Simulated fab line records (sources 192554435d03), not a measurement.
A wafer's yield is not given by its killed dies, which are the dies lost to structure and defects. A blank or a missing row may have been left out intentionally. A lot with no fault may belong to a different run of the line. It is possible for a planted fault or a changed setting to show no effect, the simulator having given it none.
fab line records    flow n5Finfet    part 1 of 2: steps 1 to 21 of 31
[record] lots = 5  wafers = 15  lastDay = 18
route steps=1938 shown BEOL_M0_SAQP@682 BEOL_M0_CUTY@701
lots untouched by any fault: they come from a run of this same line in which no faults occurred
startH: the number of hours between the record's first day and the start of the first shown wafer of the lot    waitH: hours elapsed since this lot's preceding step    " identical to the entry in the row above    L1.1+2: a single row standing in for several wafers    - no value present, or no start provided    * or withheld: withheld    < > ~ a bound
route shown NAME@n: NAME is a module with steps in the file, n the number in the route of the first one    usual: mean/standard deviation taken from wafers without a fault    same: alike in all rows    chamber/n: place in a boat    sites: per-site readings    _std_site: the values' standard deviation    _edge_site: mean of outer sites minus mean of inner sites    radiusMm: how far each site lies from the wafer's centre    mask NAME#n: copy n    behind: the tool/chamber that last shaped the wafer    hold: reason for holding the lot/hours on hold/outcome of the hold    device: whichever transistor did not switch (one of n, p or np)    end of line: the route-end tests of the same wafers    step lacking rows: just its recipe    killed: dies lost to structure and defects at the first sort, not the wafer's yield    map: a wafer's dies, x killed, . not, _ none there
set.NAME: the setting as run; set.NAME@STEP: as run at that earlier step    model.NAME: the simulator's own value behind a step, which no gauge read
lots at some steps of the route; a table a step, a row a wafer
services: a tool's chamber out of use, with start hour (startH, from the record's first day; less than 0 if before it), hours out, and reason
[[steps]]
[step N5_BEOL_M0_SAQP_COAT_87]
[recipe] resist = underlayer  tempC = 205  timeS = 60  spinRpm = 1500  resistThkNm = 5
[usual] dispensePressureKPa = 48.1/2.1
lot.wafer  tool           chamber  startH  waitH  dispensePressureKPa
L076.1     lithoTrack-03  0        -       -      48.4
L076.2     "              0        "       "      48.4
L076.6     "              0        "       "      48.4
L078.1     lithoTrack-03  0        -       -      48.4
L078.3     "              0        "       "      48.3
L078.6     "              0        "       "      48.4
L079.4     lithoTrack-02  0        -       -      45.6
L079.5     "              0        "       "      45.6
L079.6     "              0        "       "      45.6
L092.2     lithoTrack-03  0        -       -      48.4
L092.5     "              0        "       "      48.4
L092.6     "              0        "       "      48.4
L097.1     lithoTrack-03  0        -       -      48.4
L097.3     "              0        "       "      48.4
L097.4     "              0        "       "      48.4
[step N5_BEOL_M0_SAQP_COAT_34]
[recipe] resist = CAR-EUV  spinRpm = 1500  resistThkNm = 30
[usual] dispensePressureKPa = 48.2/2.1
lot.wafer  tool           chamber  startH  waitH  dispensePressureKPa
L076.1     lithoTrack-03  0        -       -      48.5
L076.2     "              0        "       "      48.5
L076.6     "              0        "       "      48.5
L078.1     lithoTrack-03  0        -       -      48.5
L078.3     "              0        "       "      48.5
L078.6     "              0        "       "      48.5
L079.4     lithoTrack-02  0        -       -      45.7
L079.5     "              0        "       "      45.6
L079.6     "              0        "       "      45.7
L092.2     lithoTrack-03  0        -       -      48.5
L092.5     "              0        "       "      48.5
L092.6     "              0        "       "      48.5
L097.1     lithoTrack-03  0        -       -      48.5
L097.3     "              0        "       "      48.5
L097.4     "              0        "       "      48.5
[step N5_BEOL_M0_SAQP_EBR_36]
[recipe] solvent = PGMEA  ebrWidthMm = 1.5
lot.wafer   tool           chamber  startH  waitH
L076.1+2+6  lithoTrack-03  0        -       -
L078.1+3+6  lithoTrack-03  0        -       -
L079.4+5+6  lithoTrack-02  0        -       -
L092.2+5+6  lithoTrack-03  0        -       -
L097.1+3+4  lithoTrack-03  0        -       -
[step N5_BEOL_M0_SAQP_SOFTBAKE_35]
[recipe] tempC = 110  timeS = 60  resist = CAR-EUV
lot.wafer   tool           chamber  startH  waitH
L076.1+2+6  lithoTrack-03  0        -       -
L078.1+3+6  lithoTrack-03  0        -       -
L079.4+5+6  lithoTrack-02  0        -       -
L092.2+5+6  lithoTrack-03  0        -       -
L097.1+3+4  lithoTrack-03  0        -       -
[step N5_BEOL_M0_SAQP_EXPOSE_37]
[recipe] maskId = M0_CUT1  na = 0.33  sourceShape = annular  sigmaInner = 0.35  sigmaOuter = 0.8  polarization = unpolarized  targetCdNm = 30  doseMj = 44.75
[usual] stageMsdNm = 0.886/0.017
lot.wafer  tool           chamber  startH  waitH  mask       stageMsdNm
L076.1     euvScanner-02  0        125.73  -      M0_CUT1#0  0.868
L076.2     "              0        "       "      M0_CUT1#0  0.869
L076.6     "              0        "       "      M0_CUT1#0  0.865
L078.1     euvScanner-01  0        141.48  -      M0_CUT1#0  0.902
L078.3     "              0        "       "      M0_CUT1#0  0.899
L078.6     "              0        "       "      M0_CUT1#0  0.903
L079.4     euvScanner-02  0        144.58  -      M0_CUT1#0  0.869
L079.5     "              0        "       "      M0_CUT1#0  0.869
L079.6     "              0        "       "      M0_CUT1#0  0.869
L092.2     euvScanner-02  0        225.17  -      M0_CUT1#0  0.886
L092.5     "              0        "       "      M0_CUT1#0  0.886
L092.6     "              0        "       "      M0_CUT1#0  0.883
L097.1     euvScanner-02  0        257.43  -      M0_CUT1#0  0.880
L097.3     "              0        "       "      M0_CUT1#0  0.883
L097.4     "              0        "       "      M0_CUT1#0  0.884
[step N5_BEOL_M0_SAQP_PEB_38]
[recipe] pebTempC = 100  pebTimeS = 60  resist = CAR-EUV
lot.wafer   tool           chamber  startH  waitH
L076.1+2+6  lithoTrack-02  0        125.80  0.1
L078.1+3+6  lithoTrack-03  0        141.54  0.1
L079.4+5+6  lithoTrack-02  0        144.63  0.0
L092.2+5+6  lithoTrack-02  0        225.23  0.1
L097.1+3+4  lithoTrack-02  0        257.50  0.1
[step N5_BEOL_M0_SAQP_DEVELOP_39]
[recipe] developTimeS = 30  developer = TMAH  resist = CAR-EUV  rinseLiquid = surfactantRinse  dry = airSpin  devTempC = 23
lot.wafer   tool           chamber  startH  waitH
L076.1+2+6  lithoTrack-02  0        -       -
L078.1+3+6  lithoTrack-03  0        -       -
L079.4+5+6  lithoTrack-02  0        -       -
L092.2+5+6  lithoTrack-02  0        -       -
L097.1+3+4  lithoTrack-02  0        -       -
[step N5_BEOL_M0_SAQP_CD_MEAS_40]
[recipe] targetCdNm = 30  landingEnergyEv = 500  detector = seInlens
[usual] cdNm = 30.05/0.25
lot.wafer  tool      chamber  startH  waitH  cdNm
L076.1     cdSem-02  0        125.86  -      30.09
L076.2     "         0        "       "      30.25
L076.6     "         0        "       "      30.53
L078.1     cdSem-03  0        141.61  -      30.16
L078.3     "         0        "       "      30.11
L078.6     "         0        "       "      29.98
L079.4     cdSem-03  0        144.70  -      30.14
L079.5     "         0        "       "      29.86
L079.6     "         0        "       "      29.62
L092.2     cdSem-03  0        225.29  -      30.29
L092.5     "         0        "       "      30.39
L092.6     "         0        "       "      29.91
L097.1     cdSem-02  0        257.57  -      29.97
L097.3     "         0        "       "      30.27
L097.4     "         0        "       "      29.95
[step N5_BEOL_M0_SAQP_OVL_MEAS_41]
[recipe] pointsPerWafer = 522
[usual] M0_CUT1_OVL = 0.0/0.66
lot.wafer  tool        chamber  startH  waitH  M0_CUT1_OVL[nm]
L076.1     overlay-01  0        125.89  0.0    -0.1
L076.2     "           0        "       "      -0.4
L076.6     "           0        "       "      -0.9
L078.1     overlay-02  0        141.64  0.0    1.1
L078.3     "           0        "       "      1.9
L078.6     "           0        "       "      0.9
L079.4     overlay-02  0        144.74  0.0    -1.0
L079.5     "           0        "       "      -0.8
L079.6     "           0        "       "      -0.6
L092.2     overlay-01  0        225.33  0.0    0.2
L092.5     "           0        "       "      1.1
L092.6     "           0        "       "      1.1
L097.1     overlay-02  0        257.60  0.0    -0.2
L097.3     "           0        "       "      -0.5
L097.4     "           0        "       "      0.1
[step N5_BEOL_M0_SAQP_INSPECT_42]
[recipe] mode = adi  inspectInstrument = brightfield
[usual] rawDefectCount = 291/81
lot.wafer  tool              chamber  startH  waitH  rawDefectCount
L076.1     defectInspect-02  -        125.96  0.1    308
L076.2     "                 -        "       "      213
L076.6     "                 -        "       "      228
L078.1     defectInspect-01  -        141.70  0.1    331
L078.3     "                 -        "       "      262
L078.6     "                 -        "       "      346
L079.4     defectInspect-02  -        144.79  0.0    288
L079.5     "                 -        "       "      376
L079.6     "                 -        "       "      280
L092.2     defectInspect-02  -        225.39  0.1    228
L092.5     "                 -        "       "      213
L092.6     "                 -        "       "      249
L097.1     defectInspect-02  -        257.66  0.1    298
L097.3     "                 -        "       "      308
L097.4     "                 -        "       "      283
[step N5_BEOL_M0_SAQP_DESCUM_45]
[recipe] chemistry = O2  timeS = 7  sourcePowerW = 50  biasPowerW = 20  pressureMtorr = 20  rfFrequencyHz = 2.712e+07  tempC = 40  resist = CAR-EUV  o2FlowSccm = 225
[usual] drypumpMotorCurrentA = 5.9/0.34  oesProductAu = 0.78/0.088  rfVppV = 242.3/1.4  showerheadPlenumPTorr = 2.05/0.073  throttleValvePct = 20.43/0.23
lot.wafer  tool        chamber  startH  waitH  drypumpMotorCurrentA  oesProductAu  rfHoursCounterH  rfVppV  showerheadPlenumPTorr  throttleValvePct
L076.1     rieDiel-03  1        125.99  0.0    5.6                   0.75          173              241.7   2.00                   20.76
L076.2     "           0        "       "      5.9                   0.91          17               245.1   2.14                   20.55
L076.6     "           1        "       "      5.6                   0.74          -                239.9   2.00                   20.75
L078.1     rieDiel-06  0        141.73  0.0    5.5                   0.69          219              241.3   1.98                   20.47
L078.3     "           3        "       "      6.0                   0.78          115              241.8   2.03                   20.54
L078.6     "           1        "       "      6.2                   0.93          -                244.0   2.05                   20.48
L079.4     rieDiel-03  3        144.97  0.2    5.5                   0.71          226              241.2   1.97                   20.22
L079.5     "           2        "       "      6.5                   0.69          -                242.7   2.08                   20.44
L079.6     "           3        "       "      5.5                   0.71          -                240.7   1.97                   20.21
L092.2     rieDiel-06  1        225.71  0.3    6.2                   0.87          41               242.7   2.04                   20.53
L092.5     "           3        "       "      6.0                   0.76          -                241.3   2.02                   20.60
L092.6     "           1        "       "      6.2                   0.87          -                242.4   2.05                   20.52
L097.1     rieDiel-03  1        257.69  0.0    5.6                   0.70          214              240.9   1.99                   20.83
L097.3     "           3        "       "      5.5                   0.94          4                243.1   2.23                   19.84
L097.4     "           0        "       "      5.9                   0.83          62               242.7   2.12                   20.62
[step N5_BEOL_M0_SAQP_ETCH_88]
[recipe] chemistry = N2/H2  target = underlayer  targetDepthA = 65  timeS = 5.2  ionEnergyEv = 200  maskMaterial = CAR-EUV  pressureMtorr = 30  sourceW = 840  biasW = 150  n2FlowSccm = 200  h2FlowSccm = 200  ends = cleared
[usual] drypumpMotorCurrentA = 5.9/0.34  etchRfOnTimeS = 5.18/0.17  oesProductAu = 0.66/0.076  rfVppV = 522.3/2.8  showerheadPlenumPTorr = 2.48/0.09  throttleValvePct = 17.80/0.25
lot.wafer  tool        chamber  startH  waitH  drypumpMotorCurrentA  etchRfOnTimeS  oesProductAu  rfHoursCounterH  rfVppV  showerheadPlenumPTorr  throttleValvePct
L076.1     rieDiel-03  1        126.03  0.0    5.6                   5.08           0.65          173              520.0   2.42                   18.09
L076.2     "           0        "       "      5.8                   4.93           0.78          17               526.2   2.59                   18.00
L076.6     "           1        "       "      5.6                   5.05           0.65          -                519.2   2.42                   18.08
L078.1     rieDiel-06  0        141.77  0.0    5.5                   5.21           0.60          219              519.8   2.39                   17.91
L078.3     "           3        "       "      6.0                   5.11           0.67          115              521.6   2.43                   17.75
L078.6     "           1        "       "      6.2                   5.12           0.79          -                523.8   2.50                   17.91
L079.4     rieDiel-03  3        145.00  0.0    5.5                   5.26           0.60          226              520.1   2.40                   17.72
L079.5     "           2        "       "      6.6                   5.23           0.58          -                524.1   2.48                   17.53
L079.6     "           3        "       "      5.5                   5.20           0.60          -                518.6   2.40                   17.72
L092.2     rieDiel-06  1        225.75  0.0    6.2                   5.11           0.74          41               521.3   2.49                   17.96
L092.5     "           3        "       "      6.0                   5.17           0.64          -                520.2   2.43                   17.79
L092.6     "           1        "       "      6.2                   5.11           0.74          -                522.8   2.49                   17.95
L097.1     rieDiel-03  1        257.73  0.0    5.6                   5.08           0.62          214              517.7   2.40                   18.15
L097.3     "           3        "       "      5.5                   5.20           0.80          4                528.0   2.71                   17.33
L097.4     "           0        "       "      5.8                   4.95           0.72          62               523.9   2.57                   18.08
[step N5_BEOL_M0_SAQP_ETCH_73]
[recipe] chemistry = CF4  target = SiARC  targetDepthA = 195  maskMaterial = CAR-EUV  timeS = 32.5  ionEnergyEv = 80  pressureMtorr = 40  sourceW = 545  biasW = 36  Ar_flow_sccm = 100  cf4FlowSccm = 100  ends = cleared
[usual] drypumpMotorCurrentA = 5.9/0.34  etchRfOnTimeS = 32.3/1.1  oesProductAu = 0.67/0.077  rfVppV = 183.6/1.2  showerheadPlenumPTorr = 2.10/0.071  throttleValvePct = 15.63/0.2
lot.wafer  tool        chamber  startH  waitH  drypumpMotorCurrentA  etchRfOnTimeS  oesProductAu  rfHoursCounterH  rfVppV  showerheadPlenumPTorr  throttleValvePct
L076.1     rieDiel-03  1        126.05  0.0    5.6                   31.3           0.65          173              183.0   2.06                   15.89
L076.2     "           0        "       "      5.8                   30.9           0.80          17               183.8   2.19                   15.68
L076.6     "           1        "       "      5.6                   31.4           0.65          -                183.4   2.06                   15.87
L078.1     rieDiel-06  0        141.78  0.0    5.5                   32.8           0.60          219              181.6   2.04                   15.79
L078.3     "           3        "       "      6.0                   32.2           0.67          115              183.3   2.09                   15.68
L078.6     "           1        "       "      6.2                   31.8           0.80          -                184.7   2.10                   15.55
L079.4     rieDiel-03  3        145.02  0.0    5.5                   33.0           0.60          226              181.3   2.04                   15.54
L079.5     "           2        "       "      6.5                   32.5           0.59          -                184.3   2.12                   15.61
L079.6     "           3        "       "      5.5                   32.9           0.60          -                182.2   2.04                   15.52
L092.2     rieDiel-06  1        225.76  0.0    6.2                   32.3           0.74          41               182.3   2.10                   15.62
L092.5     "           3        "       "      6.0                   32.6           0.65          -                182.2   2.08                   15.75
L092.6     "           1        "       "      6.2                   32.6           0.74          -                183.5   2.10                   15.62
L097.1     rieDiel-03  1        257.74  0.0    5.6                   31.3           0.62          214              182.6   2.04                   15.97
L097.3     "           3        "       "      5.5                   32.7           0.80          4                186.1   2.28                   15.09
L097.4     "           0        "       "      5.8                   30.7           0.73          62               184.8   2.18                   15.76
[step N5_BEOL_M0_SAQP_CUT_ETCH_46]
[recipe] chemistry = N2/H2  target = SOC  targetDepthA = 1350  overetchA = 270  tempC = 40  timeS = 202.5  ionEnergyEv = 200  maskMaterial = SiARC  pressureMtorr = 30  sourceW = 840  biasW = 150  n2FlowSccm = 200  h2FlowSccm = 200
[usual] drypumpMotorCurrentA = 5.9/0.34  rfVppV = 522.5/2.5  showerheadPlenumPTorr = 2.48/0.09  throttleValvePct = 17.76/0.24
lot.wafer  tool        chamber  startH  waitH  drypumpMotorCurrentA  rfHoursCounterH  rfVppV  showerheadPlenumPTorr  throttleValvePct
L076.1     rieDiel-03  1        126.08  0.0    5.6                   174              521.3   2.42                   18.02
L076.2     "           0        "       "      5.8                   18               525.4   2.59                   17.96
L076.6     "           1        "       "      5.6                   -                521.7   2.42                   18.04
L078.1     rieDiel-06  0        141.82  0.0    5.5                   219              520.4   2.39                   17.88
L078.3     "           3        "       "      6.0                   115              521.6   2.44                   17.68
L078.6     "           1        "       "      6.2                   -                521.7   2.50                   17.85
L079.4     rieDiel-03  3        145.05  0.0    5.5                   226              520.1   2.40                   17.67
L079.5     "           2        "       "      6.5                   -                522.1   2.48                   17.53
L079.6     "           3        "       "      5.5                   -                521.2   2.40                   17.67
L092.2     rieDiel-06  1        225.79  0.0    6.2                   42               520.7   2.49                   17.90
L092.5     "           3        "       "      6.0                   -                520.7   2.43                   17.73
L092.6     "           1        "       "      6.2                   -                522.7   2.49                   17.91
L097.1     rieDiel-03  1        257.77  0.0    5.6                   214              521.6   2.40                   18.08
L097.3     "           3        "       "      5.5                   4                527.6   2.71                   17.28
L097.4     "           0        "       "      5.9                   62               523.0   2.57                   18.03
[step N5_BEOL_M0_SAQP_STRIP_74]
[recipe] chemistry = N2/H2  tempC = 40  n2FlowSccm = 200  h2FlowSccm = 200  rfFrequencyHz = 6e+07
lot.wafer   tool        chamber  startH  waitH
L076.1+2+6  rieDiel-03  1,0,1    126.23  0.1
L078.1+3+6  rieDiel-06  0,3,1    141.97  0.1
L079.4+5+6  rieDiel-03  3,2,3    145.21  0.1
L092.2+5+6  rieDiel-06  1,3,1    225.95  0.1
L097.1+3+4  rieDiel-03  1,3,0    257.93  0.1
[step N5_BEOL_M0_SAQP_STRIP_89]
[recipe] chemistry = N2/H2  tempC = 40  n2FlowSccm = 200  h2FlowSccm = 200  rfFrequencyHz = 6e+07
lot.wafer   tool        chamber  startH  waitH
L076.1+2+6  rieDiel-03  1,0,1    126.24  0.0
L078.1+3+6  rieDiel-06  0,3,1    141.98  0.0
L079.4+5+6  rieDiel-03  3,2,3    145.22  0.0
L092.2+5+6  rieDiel-06  1,3,1    225.96  0.0
L097.1+3+4  rieDiel-03  1,3,0    257.94  0.0
[step N5_BEOL_M0_SAQP_ALD_48]
[recipe] material = SiO2  targetThkA = 200  tempC = 100  aldPrecursorFamily = BDEAS  aldCoReactant = O2-plasma  pulseTimeS = 1  coReactantPulseTimeS = 1  purgeTimeS = 2  coReactantPurgeTimeS = 2  aldCycles = 139  pressureTorr = 2
[usual] heaterPowerW = 76/6.6  precursorPulseHeightRel = 1.000/0.021  susceptorTempC = 99.98/0.12
[same] aldCycles = 139
lot.wafer  tool       chamber  startH  waitH  heaterPowerW  precursorPulseHeightRel  susceptorTempC
L076.1     aldSin-04  0        127.46  1.2    69            0.996                    99.93
L076.2     "          1        "       "      73            1.011                    99.86
L076.6     "          0        "       "      66            1.028                    100.02
L078.1     aldSin-01  3        142.29  0.3    72            0.999                    99.98
L078.3     "          2        "       "      76            1.023                    100.00
L078.6     "          3        "       "      73            1.024                    99.88
L079.4     aldSin-04  1        145.25  0.0    75            1.011                    99.96
L079.5     "          1        "       "      73            0.989                    99.97
L079.6     "          0        "       "      67            0.958                    99.84
L092.2     aldSin-04  0        226.00  0.0    67            0.991                    99.96
L092.5     "          1        "       "      72            0.961                    99.93
L092.6     "          0        "       "      68            1.025                    99.96
L097.1     aldSin-02  3        258.21  0.3    71            1.002                    99.92
L097.3     "          1        "       "      73            1.002                    100.12
L097.4     "          2        "       "      83            0.995                    99.91
[step N5_BEOL_M0_SAQP_ETCH_49]
[recipe] chemistry = CF4/O2  targetDepthA = 370  target = SiO2  pressureMtorr = 40  sourceW = 535  biasW = 49  Ar_flow_sccm = 100  cf4FlowSccm = 100  O2_flow_sccm = 10  ionEnergyEv = 100
[usual] drypumpMotorCurrentA = 5.9/0.34  oesProductAu = 0.78/0.086  rfVppV = 238/6.7  showerheadPlenumPTorr = 2.17/0.08  throttleValvePct = 15.83/0.2
lot.wafer  tool        chamber  startH  waitH  drypumpMotorCurrentA  oesProductAu  rfHoursCounterH  rfVppV  showerheadPlenumPTorr  throttleValvePct
L076.1     rieDiel-04  3        128.00  0.3    5.6                   0.80          99               235     2.06                   15.53
L076.2     "           0        "       "      5.4                   0.77          150              238     2.12                   15.64
L076.6     "           0        "       "      5.4                   0.77          -                239     2.12                   15.64
L078.1     rieDiel-03  1        142.81  0.3    5.6                   0.74          179              237     2.12                   16.13
L078.3     "           0        "       "      5.8                   0.90          23               236     2.26                   15.92
L078.6     "           3        "       "      5.5                   0.70          -                235     2.10                   15.76
L079.4     rieDiel-03  1        145.78  0.3    5.6                   0.74          180              236     2.12                   16.12
L079.5     "           2        "       "      6.5                   0.68          -                234     2.18                   15.84
L079.6     "           3        "       "      5.5                   0.70          -                235     2.10                   15.76
L092.2     rieDiel-04  1        226.57  0.3    6.2                   0.73          184              241     2.28                   15.76
L092.5     "           2        "       "      6.0                   0.96          -                255     2.26                   15.69
L092.6     "           1        "       "      6.2                   0.73          -                241     2.28                   15.77
L097.1     rieDiel-06  1        258.74  0.3    6.2                   0.84          53               238     2.15                   15.91
L097.3     "           2        "       "      5.9                   0.92          12               250     2.25                   15.52
L097.4     "           2        "       "      5.9                   0.90          -                248     2.25                   15.52
[step N5_BEOL_M0_SAQP_STRIP_75]
[recipe] chemistry = CF4  resist = SiARC  powerW = 300  biasPowerW = 75  pressureMtorr = 50  cf4FlowSccm = 150  rfFrequencyHz = 6e+07
[usual] drypumpMotorCurrentA = 5.9/0.33  oesProductAu = 0.180/0.019  rfVppV = 270.4/1.6  showerheadPlenumPTorr = 1.76/0.067  throttleValvePct = 13.56/0.21
lot.wafer  tool        chamber  startH  waitH  drypumpMotorCurrentA  oesProductAu  rfHoursCounterH  rfVppV  showerheadPlenumPTorr  throttleValvePct
L076.1     rieDiel-04  3        128.10  0.1    5.6                   0.184         99               269.3   1.67                   13.27
L076.2     "           0        "       "      5.5                   0.175         150              270.5   1.73                   13.44
L076.6     "           0        "       "      5.4                   0.174         -                270.4   1.73                   13.44
L078.1     rieDiel-03  1        142.91  0.1    5.6                   0.174         179              269.5   1.73                   13.85
L078.3     "           0        "       "      5.8                   0.206         23               271.5   1.86                   13.67
L078.6     "           3        "       "      5.5                   0.162         -                268.1   1.69                   13.50
L079.4     rieDiel-03  1        145.88  0.1    5.6                   0.176         180              269.7   1.73                   13.87
L079.5     "           2        "       "      6.5                   0.165         -                269.6   1.78                   13.62
L079.6     "           3        "       "      5.5                   0.154         -                268.1   1.69                   13.48
L092.2     rieDiel-04  1        226.67  0.1    6.2                   0.170         184              271.5   1.86                   13.52
L092.5     "           2        "       "      6.1                   0.208         -                271.7   1.82                   13.29
L092.6     "           1        "       "      6.2                   0.169         -                271.3   1.86                   13.54
L097.1     rieDiel-06  1        258.84  0.1    6.2                   0.196         53               270.3   1.74                   13.54
L097.3     "           2        "       "      5.9                   0.209         12               271.7   1.84                   13.24
L097.4     "           2        "       "      5.9                   0.214         -                271.9   1.84                   13.27
[step N5_BEOL_M0_CUTY_COAT_50]
[recipe] resist = SiARC  tempC = 220  timeS = 60  spinRpm = 1500  resistThkNm = 15
[usual] dispensePressureKPa = 46/4.1
lot.wafer  tool           chamber  startH  waitH  dispensePressureKPa
L076.1     lithoTrack-04  0        128.14  0.0    51
L076.2     "              0        "       "      51
L076.6     "              0        "       "      51
L078.1     lithoTrack-04  0        142.96  0.0    51
L078.3     "              0        "       "      51
L078.6     "              0        "       "      51
L079.4     lithoTrack-03  0        145.92  0.0    48
L079.5     "              0        "       "      48
L079.6     "              0        "       "      48
L092.2     lithoTrack-01  0        226.72  0.0    42
L092.5     "              0        "       "      42
L092.6     "              0        "       "      42
L097.1     lithoTrack-04  0        258.88  0.0    51
L097.3     "              0        "       "      51
L097.4     "              0        "       "      51
[step N5_BEOL_M0_CUTY_COAT_51]
[recipe] resist = CAR-ArF-block  spinRpm = 1500  resistThkNm = 150
[usual] dispensePressureKPa = 46/4
lot.wafer  tool           chamber  startH  waitH  dispensePressureKPa
L076.1     lithoTrack-04  0        -       -      51
L076.2     "              0        "       "      51
L076.6     "              0        "       "      51
L078.1     lithoTrack-04  0        -       -      51
L078.3     "              0        "       "      51
L078.6     "              0        "       "      51
L079.4     lithoTrack-03  0        -       -      48
L079.5     "              0        "       "      49
L079.6     "              0        "       "      48
L092.2     lithoTrack-01  0        -       -      42
L092.5     "              0        "       "      42
L092.6     "              0        "       "      42
L097.1     lithoTrack-04  0        -       -      51
L097.3     "              0        "       "      51
L097.4     "              0        "       "      51
